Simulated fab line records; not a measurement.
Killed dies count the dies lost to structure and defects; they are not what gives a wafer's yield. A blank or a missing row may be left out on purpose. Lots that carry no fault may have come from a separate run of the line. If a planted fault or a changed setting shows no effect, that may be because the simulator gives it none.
Which tool was responsible? :: flow n5 finfet :: Sampling: 24 lots, 72 wafers, 6 of 1938 route steps

WHAT THE GAUGES READ, wafer by wafer
The record lacks any reading of a measuring or inspecting step that a usual standard deviation could be used to judge.

WHAT TOOL EACH LOT RAN ON (gives the tool, then ch and the chambers of the sampled wafers, and finally the start)
lot: L074
N5_BEOL_M5_DEGAS_44: pvd sputter-02, day 8 04:47
N5_BEOL_M5_SPUTTER_48: pvd sputter-01, day 8 05:32
N5_BEOL_M5_SPUTTER_83: pvd sputter-01, day 8 07:43
N5_BEOL_M5_ANNEAL_84: pvd sputter-01, day 8 07:48
N5_BEOL_M5_ANNEAL_51: rtp anneal-01 ch 0, day 8 10:41
N5_BEOL_M5_PRE_CLEAN_77: cvd co-02 ch 0,2, day 8 11:19

lot: L075
N5_BEOL_M5_DEGAS_44: pvd sputter-02, day 8 05:11
N5_BEOL_M5_SPUTTER_48: pvd sputter-02, day 8 06:02
N5_BEOL_M5_SPUTTER_83: pvd sputter-02, day 8 08:13
N5_BEOL_M5_ANNEAL_84: pvd sputter-02, day 8 08:18
N5_BEOL_M5_ANNEAL_51: rtp anneal-01 ch 0, day 8 10:57
N5_BEOL_M5_PRE_CLEAN_77: cvd co-02 ch 0,1, day 8 11:36

lot: L076
N5_BEOL_M5_DEGAS_44: pvd sputter-02, day 8 21:53
N5_BEOL_M5_SPUTTER_48: pvd sputter-02, day 8 22:36
N5_BEOL_M5_SPUTTER_83: pvd sputter-02, day 9 00:46
N5_BEOL_M5_ANNEAL_84: pvd sputter-02, day 9 00:51
N5_BEOL_M5_ANNEAL_51: rtp anneal-02 ch 0, day 9 03:13
N5_BEOL_M5_PRE_CLEAN_77: cvd co-02 ch 1,2, day 9 05:45

lot: L078
N5_BEOL_M5_DEGAS_44: pvd sputter-01, day 9 00:24
N5_BEOL_M5_SPUTTER_48: pvd sputter-03, day 9 01:49
N5_BEOL_M5_SPUTTER_83: pvd sputter-03, day 9 04:00
N5_BEOL_M5_ANNEAL_84: pvd sputter-03, day 9 04:05
N5_BEOL_M5_ANNEAL_51: rtp anneal-01 ch 0, day 9 06:31
N5_BEOL_M5_PRE_CLEAN_77: cvd co-02 ch 1,2, day 9 09:01

lot: L077
N5_BEOL_M5_DEGAS_44: pvd sputter-01, day 9 01:04
N5_BEOL_M5_SPUTTER_48: pvd sputter-02, day 9 03:01
N5_BEOL_M5_SPUTTER_83: pvd sputter-02, day 9 05:12
N5_BEOL_M5_ANNEAL_84: pvd sputter-02, day 9 05:17
N5_BEOL_M5_ANNEAL_51: rtp anneal-02 ch 0, day 9 07:34
N5_BEOL_M5_PRE_CLEAN_77: cvd co-02 ch 1,2, day 9 09:10

lot: L079
N5_BEOL_M5_DEGAS_44: pvd sputter-01, day 9 15:38
N5_BEOL_M5_SPUTTER_48: pvd sputter-03, day 9 16:22
N5_BEOL_M5_SPUTTER_83: pvd sputter-03, day 9 18:32
N5_BEOL_M5_ANNEAL_84: pvd sputter-03, day 9 18:37
N5_BEOL_M5_ANNEAL_51: rtp anneal-02 ch 0, day 9 21:01
N5_BEOL_M5_PRE_CLEAN_77: cvd co-02 ch 0,1,2, day 9 21:33

lot: L081
N5_BEOL_M5_DEGAS_44: pvd sputter-03, day 10 05:00
N5_BEOL_M5_SPUTTER_48: pvd sputter-02, day 10 05:40
N5_BEOL_M5_SPUTTER_83: pvd sputter-02, day 10 07:50
N5_BEOL_M5_ANNEAL_84: pvd sputter-02, day 10 07:55
N5_BEOL_M5_ANNEAL_51: rtp anneal-01 ch 0, day 10 10:16
N5_BEOL_M5_PRE_CLEAN_77: cvd co-01 ch 1,2, day 10 10:58

lot: L080
N5_BEOL_M5_DEGAS_44: pvd sputter-01, day 10 05:32
N5_BEOL_M5_SPUTTER_48: pvd sputter-01, day 10 06:42
N5_BEOL_M5_SPUTTER_83: pvd sputter-01, day 10 08:53
N5_BEOL_M5_ANNEAL_84: pvd sputter-01, day 10 08:58
N5_BEOL_M5_ANNEAL_51: rtp anneal-02 ch 0, day 10 11:25
N5_BEOL_M5_PRE_CLEAN_77: cvd co-02 ch 0,1,2, day 10 12:02

lot: L082
N5_BEOL_M5_DEGAS_44: pvd sputter-02, day 10 10:16
N5_BEOL_M5_SPUTTER_48: pvd sputter-02, day 10 11:05
N5_BEOL_M5_SPUTTER_83: pvd sputter-02, day 10 13:16
N5_BEOL_M5_ANNEAL_84: pvd sputter-02, day 10 13:21
N5_BEOL_M5_ANNEAL_51: rtp anneal-02 ch 0, day 10 15:38
N5_BEOL_M5_PRE_CLEAN_77: cvd co-01 ch 0,1, day 10 16:17

lot: L083
N5_BEOL_M5_DEGAS_44: pvd sputter-02, day 10 10:31
N5_BEOL_M5_SPUTTER_48: pvd sputter-03, day 10 11:43
N5_BEOL_M5_SPUTTER_83: pvd sputter-03, day 10 14:10
N5_BEOL_M5_ANNEAL_84: pvd sputter-03, day 10 14:15
N5_BEOL_M5_ANNEAL_51: rtp anneal-02 ch 0, day 10 16:52
N5_BEOL_M5_PRE_CLEAN_77: cvd co-01 ch 0,2, day 10 17:31

lot: L084
N5_BEOL_M5_DEGAS_44: pvd sputter-02, day 10 16:46
N5_BEOL_M5_SPUTTER_48: pvd sputter-02, day 10 19:20
N5_BEOL_M5_SPUTTER_83: pvd sputter-02, day 10 21:31
N5_BEOL_M5_ANNEAL_84: pvd sputter-02, day 10 21:35
N5_BEOL_M5_ANNEAL_51: rtp anneal-01 ch 0, day 11 00:09
N5_BEOL_M5_PRE_CLEAN_77: cvd co-02 ch 0,1,2, day 11 01:21

lot: L085
N5_BEOL_M5_DEGAS_44: pvd sputter-02, day 10 16:55
N5_BEOL_M5_SPUTTER_48: pvd sputter-01, day 10 19:46
N5_BEOL_M5_SPUTTER_83: pvd sputter-01, day 10 21:56
N5_BEOL_M5_ANNEAL_84: pvd sputter-01, day 10 22:01
N5_BEOL_M5_ANNEAL_51: rtp anneal-02 ch 0, day 11 00:30
N5_BEOL_M5_PRE_CLEAN_77: cvd co-02 ch 0,1,2, day 11 01:28

lot: L086
N5_BEOL_M5_DEGAS_44: pvd sputter-03, day 11 10:47
N5_BEOL_M5_SPUTTER_48: pvd sputter-03, day 11 11:37
N5_BEOL_M5_SPUTTER_83: pvd sputter-03, day 11 13:48
N5_BEOL_M5_ANNEAL_84: pvd sputter-03, day 11 13:53
N5_BEOL_M5_ANNEAL_51: rtp anneal-02 ch 0, day 11 16:13
N5_BEOL_M5_PRE_CLEAN_77: cvd co-02 ch 0,2, day 11 16:52

lot: L087
N5_BEOL_M5_DEGAS_44: pvd sputter-01, day 11 13:34
N5_BEOL_M5_SPUTTER_48: pvd sputter-02, day 11 14:08
N5_BEOL_M5_SPUTTER_83: pvd sputter-02, day 11 16:19
N5_BEOL_M5_ANNEAL_84: pvd sputter-02, day 11 16:24
N5_BEOL_M5_ANNEAL_51: rtp anneal-01 ch 0, day 11 18:52
N5_BEOL_M5_PRE_CLEAN_77: cvd co-02 ch 1,2, day 11 19:31

lot: L089
N5_BEOL_M5_DEGAS_44: pvd sputter-02, day 12 05:31
N5_BEOL_M5_SPUTTER_48: pvd sputter-01, day 12 06:21
N5_BEOL_M5_SPUTTER_83: pvd sputter-01, day 12 08:31
N5_BEOL_M5_ANNEAL_84: pvd sputter-01, day 12 08:36
N5_BEOL_M5_ANNEAL_51: rtp anneal-01 ch 0, day 12 11:00
N5_BEOL_M5_PRE_CLEAN_77: cvd co-01 ch 1,2, day 12 11:36

lot: L088
N5_BEOL_M5_DEGAS_44: pvd sputter-03, day 12 07:40
N5_BEOL_M5_SPUTTER_48: pvd sputter-03, day 12 08:14
N5_BEOL_M5_SPUTTER_83: pvd sputter-03, day 12 10:25
N5_BEOL_M5_ANNEAL_84: pvd sputter-03, day 12 10:29
N5_BEOL_M5_ANNEAL_51: rtp anneal-02 ch 0, day 12 12:50
N5_BEOL_M5_PRE_CLEAN_77: cvd co-01 ch 0,1, day 12 13:25

lot: L090
N5_BEOL_M5_DEGAS_44: pvd sputter-02, day 12 11:59
N5_BEOL_M5_SPUTTER_48: pvd sputter-02, day 12 12:43
N5_BEOL_M5_SPUTTER_83: pvd sputter-02, day 12 14:53
N5_BEOL_M5_ANNEAL_84: pvd sputter-02, day 12 14:58
N5_BEOL_M5_ANNEAL_51: rtp anneal-02 ch 0, day 12 17:19
N5_BEOL_M5_PRE_CLEAN_77: cvd co-01 ch 1,2, day 12 17:54

lot: L091
N5_BEOL_M5_DEGAS_44: pvd sputter-03, day 12 13:05
N5_BEOL_M5_SPUTTER_48: pvd sputter-03, day 12 13:47
N5_BEOL_M5_SPUTTER_83: pvd sputter-03, day 12 15:58
N5_BEOL_M5_ANNEAL_84: pvd sputter-03, day 12 16:02
N5_BEOL_M5_ANNEAL_51: rtp anneal-01 ch 0, day 12 18:30
N5_BEOL_M5_PRE_CLEAN_77: cvd co-01 ch 0,1, day 12 19:02

lot: L092
N5_BEOL_M5_DEGAS_44: pvd sputter-01, day 13 03:12
N5_BEOL_M5_SPUTTER_48: pvd sputter-03, day 13 04:08
N5_BEOL_M5_SPUTTER_83: pvd sputter-03, day 13 06:18
N5_BEOL_M5_ANNEAL_84: pvd sputter-03, day 13 06:23
N5_BEOL_M5_ANNEAL_51: rtp anneal-02 ch 0, day 13 08:43
N5_BEOL_M5_PRE_CLEAN_77: cvd co-01 ch 0,1,2, day 13 09:19

lot: L093
N5_BEOL_M5_DEGAS_44: pvd sputter-02, day 13 05:55
N5_BEOL_M5_SPUTTER_48: pvd sputter-02, day 13 06:32
N5_BEOL_M5_SPUTTER_83: pvd sputter-02, day 13 08:42
N5_BEOL_M5_ANNEAL_84: pvd sputter-02, day 13 08:47
N5_BEOL_M5_ANNEAL_51: rtp anneal-01 ch 0, day 13 11:20
N5_BEOL_M5_PRE_CLEAN_77: cvd co-02 ch 0,1, day 13 11:58

lot: L095
N5_BEOL_M5_DEGAS_44: pvd sputter-01, day 13 10:51
N5_BEOL_M5_SPUTTER_48: pvd sputter-01, day 13 11:39
N5_BEOL_M5_SPUTTER_83: pvd sputter-01, day 13 13:50
N5_BEOL_M5_ANNEAL_84: pvd sputter-01, day 13 13:55
N5_BEOL_M5_ANNEAL_51: rtp anneal-02 ch 0, day 13 16:15
N5_BEOL_M5_PRE_CLEAN_77: cvd co-02 ch 0,1, day 13 16:51

lot: L094
N5_BEOL_M5_DEGAS_44: pvd sputter-03, day 13 11:27
N5_BEOL_M5_SPUTTER_48: pvd sputter-02, day 13 12:01
N5_BEOL_M5_SPUTTER_83: pvd sputter-02, day 13 14:11
N5_BEOL_M5_ANNEAL_84: pvd sputter-02, day 13 14:16
N5_BEOL_M5_ANNEAL_51: rtp anneal-01 ch 0, day 13 16:38
N5_BEOL_M5_PRE_CLEAN_77: cvd co-02 ch 0,1,2, day 13 17:16

lot: L096
N5_BEOL_M5_DEGAS_44: pvd sputter-03, day 13 11:49
N5_BEOL_M5_SPUTTER_48: pvd sputter-01, day 13 16:05
N5_BEOL_M5_SPUTTER_83: pvd sputter-01, day 13 18:15
N5_BEOL_M5_ANNEAL_84: pvd sputter-01, day 13 18:20
N5_BEOL_M5_ANNEAL_51: rtp anneal-02 ch 0, day 13 20:38
N5_BEOL_M5_PRE_CLEAN_77: cvd co-02 ch 0,1,2, day 13 21:16

lot: L097
N5_BEOL_M5_DEGAS_44: pvd sputter-02, day 13 20:01
N5_BEOL_M5_SPUTTER_48: pvd sputter-03, day 13 21:04
N5_BEOL_M5_SPUTTER_83: pvd sputter-03, day 13 23:14
N5_BEOL_M5_ANNEAL_84: pvd sputter-03, day 13 23:19
N5_BEOL_M5_ANNEAL_51: rtp anneal-01 ch 0, day 14 01:45
N5_BEOL_M5_PRE_CLEAN_77: cvd co-02 ch 0,1,2, day 14 02:16
- N5_BEOL_M5_DEGAS_44: time 60 s.
- N5_BEOL_M5_SPUTTER_48: material Cu, target thk 15 nm, time 27.62 s.
- N5_BEOL_M5_SPUTTER_83: material Cu, target thk 15 nm, time 27.62 s.
- N5_BEOL_M5_ANNEAL_84: time 1800 s.
- N5_BEOL_M5_ANNEAL_51: time 90 s.
- N5_BEOL_M5_PRE_CLEAN_77: time 15 s.

AS READ BY THE TOOLS THEMSELVES (means over the sampled wafers that have a number; for cases with no such wafer, the mark the record gives instead)
N5_BEOL_M5_DEGAS_44.
lot: L074
tool: pvd sputter-02
heater power w (W): 300

lot: L075
tool: pvd sputter-02
heater power w (W): 310

lot: L076
tool: pvd sputter-02
heater power w (W): 291

lot: L078
tool: pvd sputter-01
heater power w (W): 342

lot: L077
tool: pvd sputter-01
heater power w (W): 315

lot: L079
tool: pvd sputter-01
heater power w (W): 333

lot: L081
tool: pvd sputter-03
heater power w (W): 326

lot: L080
tool: pvd sputter-01
heater power w (W): 320

lot: L082
tool: pvd sputter-02
heater power w (W): 288

lot: L083
tool: pvd sputter-02
heater power w (W): 310

lot: L084
tool: pvd sputter-02
heater power w (W): 300

lot: L085
tool: pvd sputter-02
heater power w (W): 283

lot: L086
tool: pvd sputter-03
heater power w (W): 302

lot: L087
tool: pvd sputter-01
heater power w (W): 336

lot: L089
tool: pvd sputter-02
heater power w (W): 305

lot: L088
tool: pvd sputter-03
heater power w (W): 326

lot: L090
tool: pvd sputter-02
heater power w (W): 308

lot: L091
tool: pvd sputter-03
heater power w (W): 312

lot: L092
tool: pvd sputter-01
heater power w (W): 339

lot: L093
tool: pvd sputter-02
heater power w (W): 288

lot: L095
tool: pvd sputter-01
heater power w (W): 303

lot: L094
tool: pvd sputter-03
heater power w (W): 329

lot: L096
tool: pvd sputter-03
heater power w (W): 306

lot: L097
tool: pvd sputter-02
heater power w (W): 301

N5_BEOL_M5_SPUTTER_48.
lot: L074
tool: pvd sputter-01
throttle valve pct (%): 30.6

lot: L075
tool: pvd sputter-02
throttle valve pct (%): 29.7

lot: L076
tool: pvd sputter-02
throttle valve pct (%): 28.9

lot: L078
tool: pvd sputter-03
throttle valve pct (%): 30.3

lot: L077
tool: pvd sputter-02
throttle valve pct (%): 29.7

lot: L079
tool: pvd sputter-03
throttle valve pct (%): 30.0

lot: L081
tool: pvd sputter-02
throttle valve pct (%): 29.7

lot: L080
tool: pvd sputter-01
throttle valve pct (%): 30.0

lot: L082
tool: pvd sputter-02
throttle valve pct (%): 29.6

lot: L083
tool: pvd sputter-03
throttle valve pct (%): 29.6

lot: L084
tool: pvd sputter-02
throttle valve pct (%): 28.8

lot: L085
tool: pvd sputter-01
throttle valve pct (%): 30.8

lot: L086
tool: pvd sputter-03
throttle valve pct (%): 30.1

lot: L087
tool: pvd sputter-02
throttle valve pct (%): 29.8

lot: L089
tool: pvd sputter-01
throttle valve pct (%): 30.7

lot: L088
tool: pvd sputter-03
throttle valve pct (%): 29.6

lot: L090
tool: pvd sputter-02
throttle valve pct (%): 29.1

lot: L091
tool: pvd sputter-03
throttle valve pct (%): 28.9

lot: L092
tool: pvd sputter-03
throttle valve pct (%): 29.4

lot: L093
tool: pvd sputter-02
throttle valve pct (%): 29.0

lot: L095
tool: pvd sputter-01
throttle valve pct (%): 29.9

lot: L094
tool: pvd sputter-02
throttle valve pct (%): 30.3

lot: L096
tool: pvd sputter-01
throttle valve pct (%): 30.4

lot: L097
tool: pvd sputter-03
throttle valve pct (%): 30.1

N5_BEOL_M5_SPUTTER_83.
lot: L074
tool: pvd sputter-01
throttle valve pct (%): 30.6

lot: L075
tool: pvd sputter-02
throttle valve pct (%): 29.7

lot: L076
tool: pvd sputter-02
throttle valve pct (%): 28.9

lot: L078
tool: pvd sputter-03
throttle valve pct (%): 30.4

lot: L077
tool: pvd sputter-02
throttle valve pct (%): 29.6

lot: L079
tool: pvd sputter-03
throttle valve pct (%): 29.9

lot: L081
tool: pvd sputter-02
throttle valve pct (%): 29.8

lot: L080
tool: pvd sputter-01
throttle valve pct (%): 29.8

lot: L082
tool: pvd sputter-02
throttle valve pct (%): 29.5

lot: L083
tool: pvd sputter-03
throttle valve pct (%): 29.6

lot: L084
tool: pvd sputter-02
throttle valve pct (%): 28.8

lot: L085
tool: pvd sputter-01
throttle valve pct (%): 30.7

lot: L086
tool: pvd sputter-03
throttle valve pct (%): 30.1

lot: L087
tool: pvd sputter-02
throttle valve pct (%): 29.9

lot: L089
tool: pvd sputter-01
throttle valve pct (%): 30.5

lot: L088
tool: pvd sputter-03
throttle valve pct (%): 29.7

lot: L090
tool: pvd sputter-02
throttle valve pct (%): 29.0

lot: L091
tool: pvd sputter-03
throttle valve pct (%): 29.1

lot: L092
tool: pvd sputter-03
throttle valve pct (%): 29.2

lot: L093
tool: pvd sputter-02
throttle valve pct (%): 29.0

lot: L095
tool: pvd sputter-01
throttle valve pct (%): 30.0

lot: L094
tool: pvd sputter-02
throttle valve pct (%): 30.3

lot: L096
tool: pvd sputter-01
throttle valve pct (%): 30.6

lot: L097
tool: pvd sputter-03
throttle valve pct (%): 30.4

N5_BEOL_M5_ANNEAL_84.
lot: L074
tool: pvd sputter-01
heater power w (W): 876

lot: L075
tool: pvd sputter-02
heater power w (W): 728

lot: L076
tool: pvd sputter-02
heater power w (W): 750

lot: L078
tool: pvd sputter-03
heater power w (W): 752

lot: L077
tool: pvd sputter-02
heater power w (W): 777

lot: L079
tool: pvd sputter-03
heater power w (W): 799

lot: L081
tool: pvd sputter-02
heater power w (W): 721

lot: L080
tool: pvd sputter-01
heater power w (W): 862

lot: L082
tool: pvd sputter-02
heater power w (W): 784

lot: L083
tool: pvd sputter-03
heater power w (W): 803

lot: L084
tool: pvd sputter-02
heater power w (W): 764

lot: L085
tool: pvd sputter-01
heater power w (W): 820

lot: L086
tool: pvd sputter-03
heater power w (W): 795

lot: L087
tool: pvd sputter-02
heater power w (W): 713

lot: L089
tool: pvd sputter-01
heater power w (W): 810

lot: L088
tool: pvd sputter-03
heater power w (W): 823

lot: L090
tool: pvd sputter-02
heater power w (W): 756

lot: L091
tool: pvd sputter-03
heater power w (W): 884

lot: L092
tool: pvd sputter-03
heater power w (W): 839

lot: L093
tool: pvd sputter-02
heater power w (W): 735

lot: L095
tool: pvd sputter-01
heater power w (W): 817

lot: L094
tool: pvd sputter-02
heater power w (W): 724

lot: L096
tool: pvd sputter-01
heater power w (W): 804

lot: L097
tool: pvd sputter-03
heater power w (W): 757

N5_BEOL_M5_ANNEAL_51.
lot: L074
tool: rtp anneal-01
wafer_temp_C_max: 226.5

lot: L075
tool: rtp anneal-01
wafer_temp_C_max: 227.0

lot: L076
tool: rtp anneal-02
wafer_temp_C_max: 226.2

lot: L078
tool: rtp anneal-01
wafer_temp_C_max: 226.8

lot: L077
tool: rtp anneal-02
wafer_temp_C_max: 226.5

lot: L079
tool: rtp anneal-02
wafer_temp_C_max: 226.3

lot: L081
tool: rtp anneal-01
wafer_temp_C_max: 226.6

lot: L080
tool: rtp anneal-02
wafer_temp_C_max: 226.2

lot: L082
tool: rtp anneal-02
wafer_temp_C_max: 226.4

lot: L083
tool: rtp anneal-02
wafer_temp_C_max: 226.5

lot: L084
tool: rtp anneal-01
wafer_temp_C_max: 226.7

lot: L085
tool: rtp anneal-02
wafer_temp_C_max: 226.4

lot: L086
tool: rtp anneal-02
wafer_temp_C_max: 226.0

lot: L087
tool: rtp anneal-01
wafer_temp_C_max: 226.7

lot: L089
tool: rtp anneal-01
wafer_temp_C_max: 226.4

lot: L088
tool: rtp anneal-02
wafer_temp_C_max: 226.2

lot: L090
tool: rtp anneal-02
wafer_temp_C_max: 226.4

lot: L091
tool: rtp anneal-01
wafer_temp_C_max: 227.1

lot: L092
tool: rtp anneal-02
wafer_temp_C_max: 226.1

lot: L093
tool: rtp anneal-01
wafer_temp_C_max: 226.4

lot: L095
tool: rtp anneal-02
wafer_temp_C_max: 226.4

lot: L094
tool: rtp anneal-01
wafer_temp_C_max: 226.7

lot: L096
tool: rtp anneal-02
wafer_temp_C_max: 226.5

lot: L097
tool: rtp anneal-01
wafer_temp_C_max: 226.9

N5_BEOL_M5_PRE_CLEAN_77.
lot: L074
tool: cvd co-02
heater power w (W): 69

lot: L075
tool: cvd co-02
heater power w (W): 88

lot: L076
tool: cvd co-02
heater power w (W): 83

lot: L078
tool: cvd co-02
heater power w (W): 83

lot: L077
tool: cvd co-02
heater power w (W): 70

lot: L079
tool: cvd co-02
heater power w (W): 76

lot: L081
tool: cvd co-01
heater power w (W): 95

lot: L080
tool: cvd co-02
heater power w (W): 76

lot: L082
tool: cvd co-01
heater power w (W): 77

lot: L083
tool: cvd co-01
heater power w (W): 103

lot: L084
tool: cvd co-02
heater power w (W): 78

lot: L085
tool: cvd co-02
heater power w (W): 76

lot: L086
tool: cvd co-02
heater power w (W): 69

lot: L087
tool: cvd co-02
heater power w (W): 84

lot: L089
tool: cvd co-01
heater power w (W): 82

lot: L088
tool: cvd co-01
heater power w (W): 84

lot: L090
tool: cvd co-01
heater power w (W): 95

lot: L091
tool: cvd co-01
heater power w (W): 83

lot: L092
tool: cvd co-01
heater power w (W): 89

lot: L093
tool: cvd co-02
heater power w (W): 84

lot: L095
tool: cvd co-02
heater power w (W): 84

lot: L094
tool: cvd co-02
heater power w (W): 77

lot: L096
tool: cvd co-02
heater power w (W): 78

lot: L097
tool: cvd co-02
heater power w (W): 79

THE ANSWER, worked out from the rows above alone
Rule: usual is defined by the lots themselves. The widest of any qualifying gaps counts: lots, ordered by their means at a reading, are off when they make up no more than a third of the lots, leave a main group of 4 or more, and stand apart from it by 3 or more times the standard deviation of that group's means. The tables above print the reading to a certain number of digits; a main group whose means all agree to those digits is not used. A lot without any number at a reading at which 4 lots or more have one is off too. The other lots that the step has rows for count as sound. The gauges are gone through in route order, then the tools' own readings, and for those a lot's mean is taken as printed above. At the first step where some lot is off, the reading lying furthest off is the one used; lots without a number count as furthest.
No lot is off on any of the readings shown, so nothing can be concluded from this.

WHAT THE SIMULATOR HAD INSERTED
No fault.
